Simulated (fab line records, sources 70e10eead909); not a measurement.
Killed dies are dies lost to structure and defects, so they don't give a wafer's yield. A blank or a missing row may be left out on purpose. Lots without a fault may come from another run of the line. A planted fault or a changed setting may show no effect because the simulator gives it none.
fab line records | flow nand_harc
record lots=24 wafers=72 last_day=33
route steps=1302 shown P_M0@275 P_M1@300 P_M2@329
lots that met no fault: from a run of the same line without faults
start_h: hours from the record's first day to the start of the lot's first wafer shown | wait_h: hours since the lot's step before | " the same as in the row above | L1.1+2: a row that stands for several wafers | - no value, or no start given | * or withheld: withheld | < > ~ a bound
route shown NAME@n: a module of which the file shows steps, and the number in the route of the first | usual: mean/standard deviation of fault-free wafers | same: alike in all rows | chamber/n: place in a boat | sites: the reading at each site | _std_site: their standard deviation | _edge_site: outer sites' mean less inner sites' | radius_mm: how far each site lies from the wafer's centre | mask NAME#n: copy n | behind: the tool/chamber that last shaped the wafer | hold: why the lot was held/for how many hours/how that ended | device: the transistor (n, p or np) that didn't switch | end of line: the same wafers' tests at the end of the route | a step without rows: its recipe alone | killed: dies lost to structure and defects at the first sort, not the wafer's yield | map: a wafer's dies, x killed, . not, _ none there
set.NAME: the setting as run; set.NAME@STEP: as run at that earlier step | model.NAME: the simulator's own value behind a step, which no gauge read
steps of the route over a sample of lots; a table a step, a row a wafer
services: from which hour (start_h, from the record's first day; less than 0 if before it) a tool's chamber was out of use, for how many hours, and why
## steps
# step NHARC_P_M0_PVD_21
# recipe target_thk_a=300 chamber_pressure_pa=5 power_w=5000 substrate_temp_c=30 time_s=20.49 material=Cu
# usual throttle_valve_pct=30.1/1
# same time_s=20.49
# columns lot.wafer tool chamber start_h wait_h throttle_valve_pct
L074.1 pvd_sputter-03 - - - 29.2
L074.3 " - " " 29.6
L074.5 " - " " 28.9
L075.2 pvd_sputter-03 - - - 28.8
L075.4 " - " " 31.1
L075.5 " - " " 29.7
L076.4 pvd_sputter-03 - - - 29.7
L076.6 " - " " 30.2
L076.5 " - " " 31.1
L077.2 pvd_sputter-01 - - - 29.1
L077.3 " - " " 31.1
L077.6 " - " " 29.1
L078.1 pvd_sputter-01 - - - 29.0
L078.3 " - " " 31.7
L078.6 " - " " 28.9
L080.3 pvd_sputter-02 - - - 30.8
L080.5 " - " " 30.3
L080.6 " - " " 30.1
L079.2 pvd_sputter-03 - - - 30.6
L079.1 " - " " 31.8
L079.4 " - " " 28.7
L081.4 pvd_sputter-02 - - - 28.3
L081.1 " - " " 30.7
L081.6 " - " " 30.1
L082.2 pvd_sputter-03 - - - 30.7
L082.1 " - " " 31.7
L082.5 " - " " 30.6
L083.4 pvd_sputter-02 - - - 30.5
L083.1 " - " " 30.4
L083.5 " - " " 30.6
L084.3 pvd_sputter-03 - - - 30.5
L084.1 " - " " 31.5
L084.6 " - " " 30.6
L085.1 pvd_sputter-02 - - - 30.1
L085.4 " - " " 30.3
L085.6 " - " " 30.0
L086.2 pvd_sputter-02 - - - 28.1
L086.4 " - " " 30.8
L086.6 " - " " 28.4
L087.1 pvd_sputter-03 - - - 31.4
L087.4 " - " " 30.8
L087.5 " - " " 31.4
L089.2 pvd_sputter-03 - - - 30.4
L089.4 " - " " 31.5
L089.1 " - " " 28.8
L088.1 pvd_sputter-01 - - - 29.8
L088.4 " - " " 28.8
L088.6 " - " " 31.5
L090.3 pvd_sputter-03 - - - 28.7
L090.2 " - " " 31.5
L090.5 " - " " 30.5
L091.4 pvd_sputter-01 - - - 31.5
L091.6 " - " " 29.8
L091.5 " - " " 31.4
L092.2 pvd_sputter-03 - - - 30.3
L092.3 " - " " 28.8
L092.5 " - " " 30.4
L093.4 pvd_sputter-03 - - - 30.7
L093.1 " - " " 31.6
L093.6 " - " " 28.8
L094.3 pvd_sputter-01 - - - 29.3
L094.2 " - " " 31.5
L094.5 " - " " 31.5
L095.3 pvd_sputter-02 - - - 28.1
L095.1 " - " " 29.8
L095.6 " - " " 28.1
L096.2 pvd_sputter-02 - - - 30.1
L096.5 " - " " 31.4
L096.6 " - " " 29.6
L097.1 pvd_sputter-02 - - - 29.4
L097.2 " - " " 28.1
L097.4 " - " " 31.1
# step NHARC_P_M1_ETCH_15
# recipe target_depth_a=1825 time_s=91.2 c4f8_flow_sccm=withheld ar_flow_sccm=400 rf_w=600 bias_w=300 chemistry=C4F8/Ar
# usual oes_product_au=0.955/0.019 rf_vpp_V=441.0/2.1
# same time_s=91.2
# columns lot.wafer tool chamber start_h wait_h oes_product_au rf_hours_counter_h rf_vpp_V
L074.1 rie_diel-13 3 - - 0.953 7 443.5
L074.3 " 1 " " 0.948 7 443.7
L074.5 " 2 " " 0.950 - 439.9
L075.2 rie_diel-12 3 - - 0.968 15 443.1
L075.4 " 1 " " 0.973 15 445.4
L075.5 " 3 " " 0.959 - 442.5
L076.4 rie_diel-10 0 - - 0.966 5 439.2
L076.5 " 3 " " 0.953 - 442.0
L076.6 " 0 " " 0.966 - 439.0
L077.2 rie_diel-13 0 - - 0.956 9 438.1
L077.3 " 1 " " 0.955 9 443.8
L077.6 " 2 " " 0.978 - 439.7
L078.3 rie_diel-10 3 - - 0.931 7 442.7
L078.1 " 0 " " 0.938 8 439.9
L078.6 " 0 " " 0.934 - 439.6
L080.3 rie_diel-10 2 - - 0.959 8 439.5
L080.6 " 3 " " 0.954 - 444.1
L080.5 " 2 " " 0.946 - 438.2
L079.2 rie_diel-10 1 - - 0.998 9 443.4
L079.4 " 2 " " 0.945 9 439.9
L079.1 " 3 " " 0.956 9 443.1
L081.1 rie_diel-13 0 - - 0.980 1 440.2
L081.4 " 1 " " 0.986 1 443.6
L081.6 " 0 " " 0.991 - 439.3
L082.2 rie_diel-10 2 - - 0.917 10 438.4
L082.1 " 3 " " 0.924 12 443.7
L082.5 " 3 " " 0.930 - 442.3
L083.4 rie_diel-10 3 - - 0.970 12 442.6
L083.1 " 0 " " 0.957 13 439.2
L083.5 " 1 " " 0.963 - 442.4
L084.1 rie_diel-10 0 - - 0.969 14 439.8
L084.3 " 2 " " 0.976 11 438.4
L084.6 " 0 " " 0.978 - 440.9
L085.1 rie_diel-13 2 - - 0.932 3 439.2
L085.4 " 3 " " 0.928 3 441.7
L085.6 " 1 " " 0.922 - 444.3
L086.4 rie_diel-13 3 - - 0.938 4 442.1
L086.2 " 0 " " 0.962 4 437.7
L086.6 " 2 " " 0.956 - 439.7
L087.4 rie_diel-10 3 - - 0.951 0 442.6
L087.1 " 0 " " 0.966 0 439.1
L087.5 " 3 " " 0.959 - 443.3
L089.2 rie_diel-10 1 - - 0.950 1 440.8
L089.1 " 2 " " 0.970 1 439.0
L089.4 " 3 " " 0.985 1 442.3
L088.4 rie_diel-13 3 - - 0.951 5 441.7
L088.1 " 0 " " 0.948 5 438.3
L088.6 " 2 " " 0.955 - 438.7
L090.3 rie_diel-10 3 - - 0.955 2 441.4
L090.2 " 1 " " 0.976 2 442.1
L090.5 " 3 " " 0.964 - 443.1
L091.4 rie_diel-13 1 - - 0.910 - 444.5
L091.5 " 3 " " 0.925 - 443.3
L091.6 " 0 " " 0.928 - 438.8
L092.3 rie_diel-13 0 - - 0.944 8 436.1
L092.2 " 1 " " 0.915 8 444.1
L092.5 " 0 " " 0.946 - 438.2
L093.4 rie_diel-13 1 - - 0.942 8 445.0
L093.1 " 3 " " 0.965 8 442.4
L093.6 " 2 " " 0.970 - 438.7
L094.3 rie_diel-10 2 - - 0.970 6 438.5
L094.2 " 1 " " 0.957 6 442.4
L094.5 " 2 " " 0.959 - 439.1
L095.3 rie_diel-13 2 - - 0.964 8 437.8
L095.1 " 0 " " 0.987 10 439.5
L095.6 " 1 " " 0.971 - 444.1
L096.2 rie_diel-10 1 - - 0.974 7 441.5
L096.6 " 3 " " 0.974 - 443.8
L096.5 " 0 " " 0.965 - 440.6
L097.4 rie_diel-12 2 - - 0.930 20 439.6
L097.2 " 3 " " 0.919 21 443.0
L097.1 " 0 " " 0.957 19 446.2
# step NHARC_P_M1_PVD_21
# recipe target_thk_a=300 chamber_pressure_pa=5 power_w=5000 substrate_temp_c=30 time_s=20.49 material=Cu
# usual throttle_valve_pct=30.2/1
# same time_s=20.49
# columns lot.wafer tool chamber start_h wait_h throttle_valve_pct
L074.3 pvd_sputter-03 - - - 29.7
L074.1 " - " " 30.7
L074.5 " - " " 30.1
L075.4 pvd_sputter-01 - - - 30.6
L075.2 " - " " 29.2
L075.5 " - " " 29.1
L076.4 pvd_sputter-03 - - - 29.2
L076.5 " - " " 29.9
L076.6 " - " " 30.2
L077.3 pvd_sputter-02 - - - 30.8
L077.2 " - " " 29.9
L077.6 " - " " 30.7
L078.1 pvd_sputter-01 - - - 31.0
L078.3 " - " " 29.1
L078.6 " - " " 29.2
L080.3 pvd_sputter-03 - - - 28.7
L080.5 " - " " 28.8
L080.6 " - " " 30.3
L079.1 pvd_sputter-02 - - - 30.7
L079.2 " - " " 28.4
L079.4 " - " " 30.8
L081.1 pvd_sputter-03 - - - 30.6
L081.4 " - " " 31.8
L081.6 " - " " 30.4
L082.2 pvd_sputter-02 - - - 30.7
L082.1 " - " " 29.9
L082.5 " - " " 30.8
L083.4 pvd_sputter-03 - - - 30.8
L083.1 " - " " 30.5
L083.5 " - " " 30.5
L084.1 pvd_sputter-03 - - - 30.9
L084.3 " - " " 30.4
L084.6 " - " " 30.4
L085.4 pvd_sputter-03 - - - 30.5
L085.1 " - " " 28.8
L085.6 " - " " 30.7
L086.4 pvd_sputter-02 - - - 30.5
L086.2 " - " " 28.5
L086.6 " - " " 30.5
L087.4 pvd_sputter-02 - - - 28.2
L087.1 " - " " 30.1
L087.5 " - " " 30.7
L089.2 pvd_sputter-02 - - - 30.5
L089.1 " - " " 30.0
L089.4 " - " " 30.5
L088.4 pvd_sputter-01 - - - 29.3
L088.1 " - " " 31.3
L088.6 " - " " 29.1
L090.3 pvd_sputter-03 - - - 30.5
L090.2 " - " " 31.8
L090.5 " - " " 30.5
L091.4 pvd_sputter-03 - - - 28.6
L091.5 " - " " 31.7
L091.6 " - " " 28.8
L092.3 pvd_sputter-01 - - - 30.0
L092.2 " - " " 29.2
L092.5 " - " " 29.9
L093.4 pvd_sputter-03 - - - 30.5
L093.1 " - " " 30.8
L093.6 " - " " 30.8
L094.2 pvd_sputter-01 - - - 29.2
L094.3 " - " " 31.2
L094.5 " - " " 31.7
L095.1 pvd_sputter-03 - - - 30.7
L095.3 " - " " 31.3
L095.6 " - " " 28.7
L096.2 pvd_sputter-03 - - - 30.8
L096.6 " - " " 30.6
L096.5 " - " " 31.5
L097.1 pvd_sputter-01 - - - 31.6
L097.4 " - " " 31.3
L097.2 " - " " 29.2
# step NHARC_P_M1_ANNEAL_31
# recipe temp_c=225 time_s=90
# usual anneal_temp_c=225.01/0.17 wafer_temp_C_max=226.11/0.26
# same time_s=90
# columns lot.wafer tool chamber start_h wait_h anneal_temp_c wafer_temp_C_max
L074.1 rtp_anneal-01 0 123.24 - 224.86 226.04
L074.3 " 0 " " 224.83 225.66
L074.5 " 0 " " 224.94 225.83
L075.2 rtp_anneal-01 0 138.24 - 224.90 225.89
L075.4 " 0 " " 224.96 226.14
L075.5 " 0 " " 224.99 225.68
L076.4 rtp_anneal-01 0 142.94 0.3 225.03 226.26
L076.5 " 0 " " 225.19 226.44
L076.6 " 0 " " 225.17 226.33
L077.2 rtp_anneal-01 0 156.76 - 225.20 226.14
L077.3 " 0 " " 225.11 226.28
L077.6 " 0 " " 225.11 226.18
L078.1 rtp_anneal-01 0 172.10 0.3 224.84 226.00
L078.3 " 0 " " 225.15 226.09
L078.6 " 0 " " 225.02 226.30
L080.3 rtp_anneal-02 0 184.67 0.3 225.36 226.51
L080.5 " 0 " " 225.17 226.48
L080.6 " 0 " " 225.20 225.80
L079.1 rtp_anneal-01 0 185.81 0.3 225.11 225.88
L079.2 " 0 " " 225.17 225.89
L079.4 " 0 " " 224.88 225.83
L081.1 rtp_anneal-02 0 196.14 - 224.74 226.04
L081.4 " 0 " " 225.04 225.84
L081.6 " 0 " " 224.71 226.07
L082.1 rtp_anneal-01 0 213.40 0.3 224.86 225.93
L082.2 " 0 " " 225.07 225.68
L082.5 " 0 " " 225.22 226.17
L083.1 rtp_anneal-02 0 220.77 0.3 224.96 225.40
L083.4 " 0 " " 225.07 226.11
L083.5 " 0 " " 225.27 226.27
L084.1 rtp_anneal-01 0 231.67 - 224.97 226.35
L084.3 " 0 " " 224.90 225.91
L084.6 " 0 " " 224.85 226.17
L085.1 rtp_anneal-01 0 249.41 - 225.12 226.76
L085.4 " 0 " " 225.11 226.02
L085.6 " 0 " " 225.21 225.97
L086.2 rtp_anneal-01 0 250.92 0.4 224.82 225.83
L086.4 " 0 " " 224.91 225.95
L086.6 " 0 " " 224.92 225.90
L087.1 rtp_anneal-01 0 255.92 0.3 224.88 226.12
L087.4 " 0 " " 224.98 225.99
L087.5 " 0 " " 224.89 226.10
L089.1 rtp_anneal-01 0 272.91 - 224.86 225.88
L089.2 " 0 " " 225.29 226.09
L089.4 " 0 " " 225.09 226.28
L088.1 rtp_anneal-01 0 275.40 0.3 224.98 225.94
L088.4 " 0 " " 225.15 226.06
L088.6 " 0 " " 225.05 225.95
L090.2 rtp_anneal-02 0 290.14 0.4 224.91 226.41
L090.3 " 0 " " 225.04 225.91
L090.5 " 0 " " 224.87 226.13
L091.4 rtp_anneal-01 0 297.31 - 224.84 226.16
L091.5 " 0 " " 224.90 226.36
L091.6 " 0 " " 224.77 226.63
L092.2 rtp_anneal-01 0 309.13 0.3 225.00 226.31
L092.3 " 0 " " 225.15 225.97
L092.5 " 0 " " 225.10 226.28
L093.1 rtp_anneal-02 0 313.56 0.3 224.77 226.44
L093.4 " 0 " " 224.88 226.29
L093.6 " 0 " " 224.74 225.88
L094.2 rtp_anneal-02 0 331.13 0.4 224.80 225.83
L094.3 " 0 " " 224.94 226.13
L094.5 " 0 " " 224.99 226.09
L095.1 rtp_anneal-02 0 331.73 - 224.93 226.32
L095.3 " 0 " " 225.01 226.70
L095.6 " 0 " " 224.84 226.36
L096.2 rtp_anneal-02 0 346.64 0.4 225.07 226.31
L096.5 " 0 " " 225.00 226.09
L096.6 " 0 " " 225.02 225.94
L097.1 rtp_anneal-01 0 354.68 - 225.01 226.13
L097.2 " 0 " " 225.04 226.27
L097.4 " 0 " " 224.79 226.51
# step NHARC_P_M2_OVL_MEAS_10
# recipe pitch_nm=340
# usual overlay_x_nm=-0.1/0.9 overlay_y_nm=0.1/0.66
# columns lot.wafer tool chamber start_h wait_h overlay_x_nm overlay_y_nm
L074.1 overlay-01 - 125.53 - -0.7 0.1
L074.3 " - " " -1.0 -0.2
L074.5 " - " " -1.0 -0.2
L075.2 overlay-01 - 140.63 - 0.4 -1.1
L075.4 " - " " 0.8 -0.5
L075.5 " - " " 0.8 -1.0
L076.4 overlay-01 - 145.09 - -1.6 -0.9
L076.5 " - " " -1.2 0.3
L076.6 " - " " -0.8 -0.5
L077.2 overlay-02 - 159.00 - -2.1 -0.5
L077.3 " - " " -2.0 -0.6
L077.6 " - " " -1.7 -0.7
L078.1 overlay-01 - 174.40 - 0.2 -0.4
L078.3 " - " " -0.5 -0.3
L078.6 " - " " 0.2 -0.1
L080.3 overlay-02 - 186.87 - -0.5 0.9
L080.5 " - " " -0.5 0.1
L080.6 " - " " 0.0 0.4
L079.1 overlay-02 - 188.11 - 0.1 -0.5
L079.2 " - " " 0.3 -0.5
L079.4 " - " " -0.3 -0.9
L081.1 overlay-01 - 198.41 - 0.3 1.3
L081.4 " - " " -0.2 1.2
L081.6 " - " " -0.2 0.5
L082.1 overlay-01 - 215.75 - 0.1 0.8
L082.2 " - " " -0.3 0.3
L082.5 " - " " -0.7 0.6
L083.1 overlay-02 - 223.06 - -0.4 0.1
L083.4 " - " " 0.1 -0.5
L083.5 " - " " -0.5 0.2
L084.1 overlay-02 - 233.84 - -0.2 -0.2
L084.3 " - " " -0.6 0.2
L084.6 " - " " -0.6 -0.7
L085.1 overlay-02 - 251.69 - -0.5 0.6
L085.4 " - " " -1.0 0.4
L085.6 " - " " -1.1 -0.3
L086.2 overlay-02 - 253.18 - 1.0 0.8
L086.4 " - " " 0.8 1.4
L086.6 " - " " 0.1 0.8
L087.1 overlay-02 - 258.10 - 0.4 -0.4
L087.4 " - " " 0.0 0.1
L087.5 " - " " 0.6 -0.3
L089.1 overlay-01 - 275.23 - 2.3 0.3
L089.2 " - " " 1.9 -0.1
L089.4 " - " " 1.7 0.0
L088.1 overlay-01 - 277.72 - 0.2 1.3
L088.4 " - " " 0.1 1.4
L088.6 " - " " 0.8 1.0
L090.2 overlay-01 - 292.29 - 1.3 1.1
L090.3 " - " " 1.1 1.4
L090.5 " - " " 1.5 0.8
L091.4 overlay-01 - 299.32 - -1.7 -0.2
L091.5 " - " " -1.1 -0.5
L091.6 " - " " -1.3 -0.9
L092.2 overlay-01 - 311.35 - -0.8 -0.5
L092.3 " - " " -0.8 -0.1
L092.5 " - " " -0.5 -0.3
L093.1 overlay-01 - 315.72 - 0.2 0.3
L093.4 " - " " 1.3 0.4
L093.6 " - " " 1.1 0.1
L094.2 overlay-01 - 333.38 - -1.0 0.8
L094.3 " - " " -0.9 0.2
L094.5 " - " " -1.5 1.1
L095.1 overlay-02 - 334.02 - 0.0 0.6
L095.3 " - " " 0.1 1.0
L095.6 " - " " -0.2 0.5
L096.2 overlay-01 - 348.77 - 0.4 -0.8
L096.5 " - " " 0.1 -1.7
L096.6 " - " " 0.0 -0.9
L097.1 overlay-02 - 356.86 - 0.4 1.0
L097.2 " - " " 0.6 0.2
L097.4 " - " " 1.1 1.0
# step NHARC_P_M2_INSPECT_11
# usual raw_defect_count=4.8/2.9
# columns lot.wafer tool chamber start_h wait_h raw_defect_count
L074.1 defect_inspect-01 - 125.56 0.0 3
L074.3 " - " " 4
L074.5 " - " " 6
L075.2 defect_inspect-01 - 140.67 0.0 4
L075.4 " - " " 4
L075.5 " - " " 3
L076.4 defect_inspect-01 - 145.14 0.0 10
L076.5 " - " " 6
L076.6 " - " " 9
L077.2 defect_inspect-02 - 159.03 0.0 2
L077.3 " - " " 3
L077.6 " - " " 3
L078.1 defect_inspect-01 - 174.43 0.0 11
L078.3 " - " " 5
L078.6 " - " " 6
L080.3 defect_inspect-01 - 186.91 0.0 7
L080.5 " - " " 6
L080.6 " - " " 6
L079.1 defect_inspect-02 - 188.14 0.0 5
L079.2 " - " " 2
L079.4 " - " " 6
L081.1 defect_inspect-01 - 198.45 0.0 4
L081.4 " - " " 3
L081.6 " - " " 4
L082.1 defect_inspect-01 - 215.79 0.0 4
L082.2 " - " " 7
L082.5 " - " " 8
L083.1 defect_inspect-01 - 223.10 0.0 3
L083.4 " - " " 1
L083.5 " - " " 1
L084.1 defect_inspect-01 - 233.87 0.0 8
L084.3 " - " " 3
L084.6 " - " " 5
L085.1 defect_inspect-01 - 251.73 0.0 5
L085.4 " - " " 7
L085.6 " - " " 2
L086.2 defect_inspect-01 - 253.22 0.0 6
L086.4 " - " " 4
L086.6 " - " " 6
L087.1 defect_inspect-01 - 258.14 0.0 12
L087.4 " - " " 6
L087.5 " - " " 8
L089.1 defect_inspect-01 - 275.28 0.0 0
L089.2 " - " " 2
L089.4 " - " " 2
L088.1 defect_inspect-02 - 277.75 0.0 5
L088.4 " - " " 6
L088.6 " - " " 5
L090.2 defect_inspect-01 - 292.33 0.0 4
L090.3 " - " " 6
L090.5 " - " " 4
L091.4 defect_inspect-01 - 299.36 0.0 5
L091.5 " - " " 6
L091.6 " - " " 7
L092.2 defect_inspect-02 - 311.38 0.0 1
L092.3 " - " " 7
L092.5 " - " " 2
L093.1 defect_inspect-02 - 315.75 0.0 12
L093.4 " - " " 12
L093.6 " - " " 10
L094.2 defect_inspect-02 - 333.42 0.0 3
L094.3 " - " " 3
L094.5 " - " " 7
L095.1 defect_inspect-01 - 334.05 0.0 5
L095.3 " - " " 4
L095.6 " - " " 2
L096.2 defect_inspect-02 - 348.81 0.0 5
L096.5 " - " " 1
L096.6 " - " " 0
L097.1 defect_inspect-02 - 356.89 0.0 5
L097.2 " - " " 3
L097.4 " - " " 2
## services
# columns tool chamber start_h hours kind
pvd_sputter-02 - 104.00 10.0 pm
rie_diel-10 2 120.25 3.6 repair
pvd_sputter-02 - 143.23 6.6 repair
rie_diel-13 - 165.04 9.0 pm
pvd_sputter-03 - 170.04 10.0 pm
rie_diel-10 1 174.37 9.7 repair
rie_diel-12 0 180.17 12.2 repair
rie_diel-10 2 193.23 9.9 repair
pvd_sputter-03 - 210.11 8.5 repair
pvd_sputter-01 - 211.54 29.8 repair
pvd_sputter-02 - 230.89 10.5 repair
rie_diel-12 - 236.59 7.4 repair
pvd_sputter-01 - 241.35 10.0 pm
rie_diel-10 - 242.71 9.0 pm
rie_diel-13 3 250.87 5.1 repair
rie_diel-12 - 269.86 9.0 pm
pvd_sputter-03 - 277.93 1.9 repair
pvd_sputter-02 - 282.00 10.0 pm
rie_diel-13 2 294.07 4.5 repair
rie_diel-13 2 300.73 6.7 repair
rie_diel-13 2 314.04 9.5 repair
rie_diel-13 3 315.93 4.5 repair
rie_diel-13 - 342.04 9.0 pm
pvd_sputter-03 - 348.04 10.0 pm
## key
fault none
